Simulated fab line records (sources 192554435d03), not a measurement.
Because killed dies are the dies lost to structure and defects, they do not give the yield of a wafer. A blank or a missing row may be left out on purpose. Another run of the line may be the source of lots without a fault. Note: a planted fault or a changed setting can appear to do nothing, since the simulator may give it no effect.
fab line records	flow n5-finfet
record lots=8	wafers=24	last-day=19
route steps=1938 shown SD_EPI_N@273 SD_ACTIVATION@332 BEOL_M4@1111
lots that met no fault: from a run of the same line without faults
start-h: the number of hours between the record's first day and the start of the first shown wafer of the lot	wait-h: time in hours since the lot's previous step	" identical to the entry in the row above	L1.1+2: several wafers, shown together as one row	- no value, or no start given	* or withheld: withheld	< > ~ a bound
route shown NAME@n: NAME is a module with steps in the file, n the number in the route of the first one	usual: average and standard deviation across the fault-free wafers	same: alike in all rows	chamber/n: place in a boat	sites: readings site by site	_std_site: standard deviation across them	_edge_site: outer sites' mean less inner sites'	radius-mm: for every site, how far away it sits from the centre of the wafer	mask NAME#n: copy n	behind: the most recent tool/chamber to have shaped the wafer	hold: the reason the lot was held/the length of the hold in hours/how it ended	device: names the non-switching transistor (n, p or np)	end of line: tests of these same wafers at the route's end	where a step has no rows: the recipe by itself	killed: count of dies lost to structure and defects at first sort (not the wafer's yield)	map: a wafer's dies, x killed, . not, _ none there
set.NAME: setting as actually run; set.NAME@STEP: the setting as run at that earlier step	model.NAME: the simulator's own value behind a step, which no gauge read
route steps across a sampled set of lots; one table per step, one row per wafer
services: from which hour (start-h, from the record's first day; less than 0 if before it) a tool's chamber was out of use, for how many hours, and why
## steps
# step N5_SD_EPI_N_DESCUM_14
# recipe chemistry=O2	time-s=7.9	source-power-w=50	bias-power-w=20	pressure-mtorr=20	rf-frequency-hz=2.712e+07	temp-c=40	resist=CAR-ArF-block	o2-flow-sccm=225
# usual drypump-motor-current-A=5.8/0.47	oes-product-au=0.80/0.091	rf-vpp-V=243.0/1.4	showerhead-plenum-p-Torr=2.08/0.073	throttle-valve-pct=20.35/0.22
# same time-s=7.9
lot.wafer	tool	chamber	start-h	wait-h	drypump-motor-current-A	oes-product-au	rf-hours-counter-h	rf-vpp-V	showerhead-plenum-p-Torr	throttle-valve-pct
L870.1	rie-diel-01	0	64.98	0.0	6.2	0.81	104	243.3	2.02	20.49
L870.2	"	2	"	"	5.4	0.73	164	245.7	2.16	20.39
L870.6	"	2	"	"	5.4	0.73	-	245.4	2.17	20.39
L871.3	rie-diel-05	0	65.17	0.1	5.4	0.94	6	244.3	2.12	20.08
L871.4	"	3	"	"	5.6	0.67	244	242.7	2.07	20.36
L871.6	"	1	"	"	6.1	0.69	-	242.8	2.06	20.53
L872.4	rie-diel-05	2	76.41	0.0	5.6	0.78	151	242.5	2.19	20.55
L872.5	"	1	"	"	6.2	0.69	-	241.3	2.06	20.54
L872.6	"	0	"	"	5.4	0.93	-	243.4	2.12	20.07
L875.2	rie-diel-01	1	85.00	0.7	6.4	0.91	15	243.0	2.06	20.04
L875.4	"	0	"	"	6.2	0.80	109	242.1	2.02	20.51
L875.5	"	0	"	"	6.2	0.81	-	241.9	2.02	20.52
L874.1	rie-diel-05	2	86.11	0.0	5.6	0.77	155	244.8	2.19	20.54
L874.4	"	2	"	"	5.6	0.77	-	244.1	2.19	20.56
L874.6	"	3	"	"	5.5	0.67	-	241.5	2.07	20.38
L877.1	rie-diel-05	0	100.45	0.0	5.4	0.91	20	243.9	2.12	20.11
L877.3	"	0	"	"	5.4	0.91	-	244.1	2.12	20.10
L877.4	"	3	"	"	5.6	0.66	-	241.9	2.06	20.40
L886.2	rie-diel-01	2	151.34	0.0	5.4	0.71	195	244.2	2.15	20.44
L886.5	"	1	"	"	6.4	0.87	-	241.2	2.05	20.09
L886.6	"	2	"	"	5.4	0.72	-	244.8	2.15	20.43
L889.1	rie-diel-01	1	170.36	0.0	6.4	0.85	48	243.3	2.05	20.09
L889.3	"	0	"	"	6.2	0.78	141	242.2	2.01	20.55
L889.4	"	3	"	"	5.1	0.76	160	241.8	1.92	20.20
# step N5_SD_EPI_N_ETCH_34
# recipe chemistry=CF4	target=SiARC	target-depth-a=455	mask-material=CAR-ArF-block	time-s=75.8	ion-energy-ev=80	pressure-mtorr=40	source-w=545	bias-w=36	Ar_flow_sccm=100	cf4-flow-sccm=100	ends=cleared
# usual cf4-flow-sccm=100.1/0.32	drypump-motor-current-A=5.8/0.47	etch-rf-on-time-s=75.4/1.9	oes-product-au=0.68/0.076	rf-vpp-V=184.0/1.3	showerhead-plenum-p-Torr=2.14/0.075	throttle-valve-pct=15.60/0.21
lot.wafer	tool	chamber	start-h	wait-h	cf4-flow-sccm	drypump-motor-current-A	etch-rf-on-time-s	oes-product-au	rf-hours-counter-h	rf-vpp-V	showerhead-plenum-p-Torr	throttle-valve-pct
L870.1	rie-diel-01	0	65.02	0.0	100.2	6.2	78.4	0.68	104	184.0	2.07	15.62
L870.2	"	2	"	"	100.3	5.4	77.4	0.63	164	185.2	2.22	15.66
L870.6	"	2	"	"	99.7	5.4	76.9	0.63	-	184.2	2.22	15.67
L871.3	rie-diel-05	0	65.21	0.0	100.2	5.3	76.3	0.81	6	185.8	2.21	15.45
L871.4	"	3	"	"	99.7	5.5	75.7	0.59	244	183.0	2.12	15.69
L871.6	"	1	"	"	99.9	6.1	78.8	0.58	-	182.4	2.11	15.85
L872.4	rie-diel-05	2	76.45	0.0	99.8	5.6	73.0	0.68	151	184.7	2.23	15.71
L872.5	"	1	"	"	100.0	6.2	78.6	0.58	-	185.1	2.11	15.86
L872.6	"	0	"	"	99.7	5.4	76.0	0.79	-	183.6	2.21	15.45
L875.2	rie-diel-01	1	85.03	0.0	99.4	6.5	72.7	0.78	15	182.4	2.11	15.16
L875.4	"	0	"	"	100.1	6.2	77.7	0.68	109	183.2	2.07	15.66
L875.5	"	0	"	"	100.4	6.2	78.1	0.67	-	182.9	2.07	15.66
L874.1	rie-diel-05	2	86.15	0.0	100.4	5.6	72.6	0.67	155	185.3	2.23	15.71
L874.4	"	2	"	"	99.9	5.7	71.8	0.68	-	185.8	2.23	15.73
L874.6	"	3	"	"	100.0	5.5	75.0	0.58	-	183.9	2.12	15.71
L877.1	rie-diel-05	0	100.50	0.0	100.3	5.3	75.9	0.77	20	184.2	2.20	15.48
L877.3	"	0	"	"	99.9	5.4	74.8	0.78	-	185.1	2.20	15.45
L877.4	"	3	"	"	100.2	5.5	74.9	0.58	-	183.5	2.12	15.71
L886.2	rie-diel-01	2	151.37	0.0	100.4	5.4	78.1	0.60	195	185.4	2.21	15.72
L886.5	"	1	"	"	99.9	6.4	73.2	0.73	-	183.6	2.10	15.23
L886.6	"	2	"	"	100.5	5.4	78.1	0.61	-	185.3	2.21	15.72
L889.1	rie-diel-01	1	170.40	0.0	100.0	6.4	71.9	0.73	48	183.3	2.10	15.25
L889.3	"	0	"	"	99.7	6.2	77.9	0.65	141	181.9	2.06	15.73
L889.4	"	3	"	"	100.3	5.1	75.3	0.65	160	182.6	1.96	15.45
# step N5_SD_EPI_N_STRIP_38
# recipe chemistry=N2/H2	power-w=1000	temp-c=250	h2-frac=0.65	overash-fraction=0.3	pressure-mtorr=withheld	n2-flow-sccm=1750	h2-flow-sccm=3250
# usual drypump-motor-current-A=5.9/0.31	heater-power-w=324/34	oes-product-au=0.761/0.011
lot.wafer	tool	chamber	start-h	wait-h	drypump-motor-current-A	heater-power-w	oes-product-au	rf-hours-counter-h
L870.1	plasma-asher-02	0	65.76	0.1	5.7	276	0.769	35
L870.2	"	1	"	"	5.5	342	0.768	35
L870.6	"	1	"	"	5.5	330	0.757	-
L871.3	plasma-asher-02	0	65.97	0.1	5.7	276	0.752	-
L871.4	"	1	"	"	5.5	347	0.768	-
L871.6	"	1	"	"	5.5	338	0.767	-
L872.4	plasma-asher-02	0	77.21	0.1	5.7	272	0.749	-
L872.5	"	0	"	"	5.7	280	0.748	-
L872.6	"	1	"	"	5.5	340	0.754	-
L875.2	plasma-asher-01	1	85.79	0.1	6.4	369	0.752	86
L875.4	"	1	"	"	6.3	362	0.759	-
L875.5	"	1	"	"	6.3	356	0.757	-
L874.1	plasma-asher-02	1	86.89	0.1	5.5	334	0.775	38
L874.4	"	0	"	"	5.7	274	0.770	-
L874.6	"	0	"	"	5.7	275	0.757	-
L877.1	plasma-asher-02	1	101.63	0.1	5.5	338	0.774	42
L877.3	"	0	"	"	5.7	283	0.766	-
L877.4	"	1	"	"	5.5	355	0.748	-
L886.2	plasma-asher-02	0	152.12	0.1	5.7	275	0.746	54
L886.5	"	1	"	"	5.5	340	0.766	-
L886.6	"	0	"	"	5.8	274	0.790	-
L889.1	plasma-asher-02	0	171.15	0.1	5.8	278	0.746	57
L889.3	"	1	"	"	5.5	324	0.749	-
L889.4	"	0	"	"	5.7	272	0.758	-
# step N5_SD_EPI_N_EPI_21
# recipe material=Si:P	dopant=P	temp-c=680	pressure-torr=255	time-s=690
# usual lamp-inner-pct=17.6/0.45	susceptor-temp-C=680.0/0.34	susceptor_temp_C_max=681.5/0.55
# same epi-growth-time-s=690	time-s=690
lot.wafer	tool	chamber	start-h	wait-h	lamp-inner-pct	susceptor-temp-C	susceptor_temp_C_max
L870.1	epi-rpcvd-01	0	66.66	0.1	18.1	679.6	681.0
L870.2	"	0	"	"	18.1	680.4	682.1
L870.6	"	0	68.06	1.4	17.9	680.4	682.0
L871.3	epi-rpcvd-02	0	67.41	0.7	17.6	680.1	681.7
L871.4	"	0	"	"	17.7	680.5	681.6
L871.6	"	0	"	"	18.1	680.3	681.8
L872.4	epi-rpcvd-03	0	78.93	0.9	16.8	680.3	682.2
L872.5	"	0	"	"	16.9	679.7	681.6
L872.6	"	0	"	"	16.7	679.7	681.7
L875.2	epi-rpcvd-01	0	86.96	0.4	18.3	680.2	681.6
L875.4	"	0	"	"	17.9	680.8	682.6
L875.5	"	0	"	"	18.1	679.7	681.3
L874.1	epi-rpcvd-02	0	87.78	0.1	17.7	679.9	681.0
L874.4	"	0	"	"	17.8	679.2	680.5
L874.6	"	0	"	"	17.8	679.6	681.0
L877.1	epi-rpcvd-03	0	102.53	0.1	16.8	680.0	681.9
L877.3	"	0	"	"	16.7	680.0	682.1
L877.4	"	0	"	"	16.9	680.3	682.5
L886.2	epi-rpcvd-01	0	153.29	0.4	17.6	671.3	672.8
L886.5	"	0	"	"	17.8	671.0	672.5
L886.6	"	0	"	"	17.7	670.6	671.8
L889.1	epi-rpcvd-01	0	172.22	0.2	17.4	671.6	673.1
L889.3	"	0	"	"	17.3	671.2	673.4
L889.4	"	0	"	"	17.5	671.2	672.6
# step N5_SD_EPI_N_EPI_MEAS_23
# recipe mode=xrd
# usual thk-nm=58.9/1.1
lot.wafer	tool	chamber	start-h	wait-h	thk-nm
L870.1	film-metro-02	-	68.37	1.4	58.2
L870.2	"	-	"	"	58.0
L870.6	"	-	"	"	59.3
L871.3	film-metro-02	-	68.57	0.9	56.8
L871.4	"	-	"	"	57.1
L871.6	"	-	"	"	60.5
L872.4	film-metro-01	-	79.81	0.6	56.5
L872.5	"	-	"	"	58.8
L872.6	"	-	"	"	59.3
L875.2	film-metro-01	-	88.40	1.2	61.1
L875.4	"	-	"	"	57.8
L875.5	"	-	"	"	58.7
L874.1	film-metro-02	-	89.50	1.4	57.4
L874.4	"	-	"	"	58.5
L874.6	"	-	"	"	57.0
L877.1	film-metro-01	-	104.24	1.4	57.6
L877.3	"	-	"	"	58.9
L877.4	"	-	"	"	59.7
L886.2	film-metro-01	-	154.73	1.2	49.0
L886.5	"	-	"	"	49.3
L886.6	"	-	"	"	50.9
L889.1	film-metro-01	-	174.49	1.9	51.5
L889.3	"	-	"	"	52.7
L889.4	"	-	"	"	49.4
# step N5_SD_ACTIVATION_RS_MEAS_03
# recipe thk-meas-gauge=four-point-probe
# usual RS_SD_N=22.0/0.3	RS_SD_P=56.3/0.99
lot.wafer	tool	chamber	start-h	wait-h	RS_SD_N[ohm/sq]	RS_SD_P[ohm/sq]
L870.1	film-metro-02	-	73.45	0.2	21.7	56.3
L870.2	"	-	"	"	21.8	55.1
L870.6	"	-	"	"	21.9	56.1
L871.3	film-metro-02	-	73.80	0.2	22.3	56.6
L871.4	"	-	"	"	22.0	56.9
L871.6	"	-	"	"	21.9	57.5
L872.4	film-metro-01	-	85.19	0.1	22.1	55.9
L872.5	"	-	"	"	21.6	56.3
L872.6	"	-	"	"	21.6	56.1
L875.2	film-metro-02	-	93.75	0.2	21.8	56.4
L875.4	"	-	"	"	21.7	56.8
L875.5	"	-	"	"	21.9	57.1
L874.1	film-metro-01	-	94.74	0.2	22.4	54.2
L874.4	"	-	"	"	22.1	54.2
L874.6	"	-	"	"	22.2	54.4
L877.1	film-metro-01	-	110.07	0.2	22.6	58.1
L877.3	"	-	"	"	22.0	57.7
L877.4	"	-	"	"	22.1	57.6
L886.2	film-metro-01	-	160.35	0.2	25.4	57.2
L886.5	"	-	"	"	26.2	56.5
L886.6	"	-	"	"	25.8	56.9
L889.1	film-metro-02	-	180.72	0.2	25.7	58.0
L889.3	"	-	"	"	25.8	58.6
L889.4	"	-	"	"	25.5	57.9
# step N5_BEOL_M4_RC_MEAS_101
# usual DIBL_N=36.0/1.7	DIBL_P=36.2/1.9	IOFF_N=0.154/0.028	IOFF_P=0.21/0.036	ION_N=675/11	ION_P=463/8.3	RS_SD_N=28.5/0.37	SS_N=71.4/0.63	SS_P=73.2/0.55	VT_N=250.2/3	VT_P=-251/3.7
lot.wafer	tool	chamber	start-h	wait-h	DIBL_N[mV/V]	DIBL_P[mV/V]	IOFF_N[nA/um]	IOFF_P[nA/um]	ION_N[uA/um]	ION_P[uA/um]	RS_SD_N[ohm/sq]	SS_N[mV/dec]	SS_P[mV/dec]	VT_N[mV]	VT_P[mV]
L870.1	prober-01	0	197.44	0.0	35.0	33.2	0.116	0.17	670	455	28.8	71.2	73.0	252.2	-252
L870.2	"	0	"	"	38.3	38.5	0.186	0.26	688	474	28.5	72.9	73.9	245.6	-247
L870.6	"	0	"	"	39.0	38.7	0.196	0.26	700	477	28.6	72.4	73.9	245.2	-246
L872.4	prober-02	0	244.44	0.5	32.7	32.2	0.103	0.16	668	463	28.2	70.7	72.2	255.7	-256
L872.5	"	0	"	"	35.9	34.8	0.140	0.19	672	457	28.2	70.7	73.0	251.5	-255
L872.6	"	0	"	"	36.7	36.0	0.152	0.20	678	458	28.1	70.6	73.6	250.0	-251
L874.1	prober-01	0	262.57	0.0	38.5	40.8	0.191	0.23	689	469	29.2	71.7	73.7	247.8	-248
L874.4	"	0	"	"	34.9	36.2	0.124	0.17	654	455	28.8	71.2	73.0	255.7	-254
L874.6	"	0	"	"	37.2	39.1	0.178	0.20	700	465	28.6	71.2	74.1	246.3	-252
L875.2	prober-02	0	264.84	0.2	34.7	35.6	0.134	0.18	666	460	28.1	71.4	72.7	252.2	-252
L875.4	"	0	"	"	35.7	36.4	0.155	0.20	679	461	28.0	71.4	72.8	248.9	-251
L875.5	"	0	"	"	35.7	36.5	0.146	0.19	674	465	28.3	71.2	72.5	249.6	-251
L877.1	prober-01	0	276.31	0.0	32.5	32.9	0.102	0.15	657	452	29.0	70.8	71.7	255.7	-254
L877.3	"	0	"	"	35.8	37.7	0.158	0.21	673	465	28.8	71.1	73.0	249.3	-248
L877.4	"	0	"	"	33.1	34.8	0.113	0.17	662	463	28.9	70.6	72.3	252.1	-254
L871.3	prober-01	0	307.21	0.3	34.5	35.1	0.143	0.19	664	458	29.0	71.8	73.2	250.0	-254
L871.4	"	0	"	"	36.8	38.3	0.181	0.23	683	470	28.4	71.7	74.0	249.0	-251
L871.6	"	0	"	"	37.0	39.3	0.202	0.26	688	469	28.3	72.3	73.5	244.7	-247
L886.2	prober-01	0	330.34	0.2	35.4	35.1	0.140	0.18	659	452	32.9	71.6	73.5	251.4	-255
L886.5	"	0	"	"	33.2	32.5	0.105	0.15	652	454	33.5	70.7	73.3	256.8	-255
L886.6	"	0	"	"	36.1	35.8	0.152	0.20	656	457	33.0	71.0	73.1	250.6	-253
L889.1	prober-01	0	342.37	0.0	36.4	35.9	0.150	0.18	657	453	33.4	71.1	72.5	252.1	-251
L889.3	"	0	"	"	36.6	36.7	0.158	0.20	659	462	33.0	71.2	72.8	248.3	-249
L889.4	"	0	"	"	39.7	38.8	0.214	0.23	691	468	34.1	72.0	73.2	245.4	-251
## services
tool	chamber	start-h	hours	kind
rie-diel-05	2	60.15	2.0	repair
plasma-asher-01	-	66.42	4.4	repair
rie-diel-05	1	84.10	21.9	repair
rie-diel-05	3	96.30	1.8	repair
rie-diel-05	2	100.11	16.3	repair
rie-diel-05	1	116.46	-	clean
rie-diel-05	1	116.46	-	consumable-replace:focus-ring
rie-diel-05	3	119.45	6.4	repair
rie-diel-05	3	134.83	-	clean
rie-diel-05	3	134.83	-	consumable-replace:focus-ring
rie-diel-05	3	134.83	29.9	scheduled-down
rie-diel-05	3	134.83	29.9	vent-cycle
epi-rpcvd-02	-	148.66	9.2	repair
## key
first-sign step=N5_SD_EPI_N_EPI_21	reading=susceptor-temp-C	direction=down	sigmas=26	usual=*	struck=*
effect step=N5_SD_EPI_N_EPI_21	reading=susceptor_temp_C_max	direction=down	sigmas=16	usual=*	struck=*
effect step=N5_SD_EPI_N_EPI_MEAS_23	reading=thk-nm	direction=down	sigmas=7.5	usual=*	struck=*
effect step=N5_SD_ACTIVATION_RS_MEAS_03	reading=RS_SD_N	direction=up	sigmas=12	usual=22.0	struck=25.7
effect step=N5_BEOL_M4_RC_MEAS_101	reading=RS_SD_N	direction=up	sigmas=13	usual=28.5	struck=33.3
met-at N5_SD_EPI_N_EPI_21
struck-lots L886,L889
not-acting-at N5_SD_EPI_N_DESCUM_14,N5_SD_EPI_N_ETCH_34,N5_SD_EPI_N_STRIP_38
onset-between 86.96 153.29
fault kind=process-parameter-drift	tool=epi-rpcvd-01	chamber=-	onset-h=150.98	steps=N5_SD_EPI_N_EPI_21	channel=temp-c	offset=*	shape=step	end-h=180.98	acts-in=*	stated=*
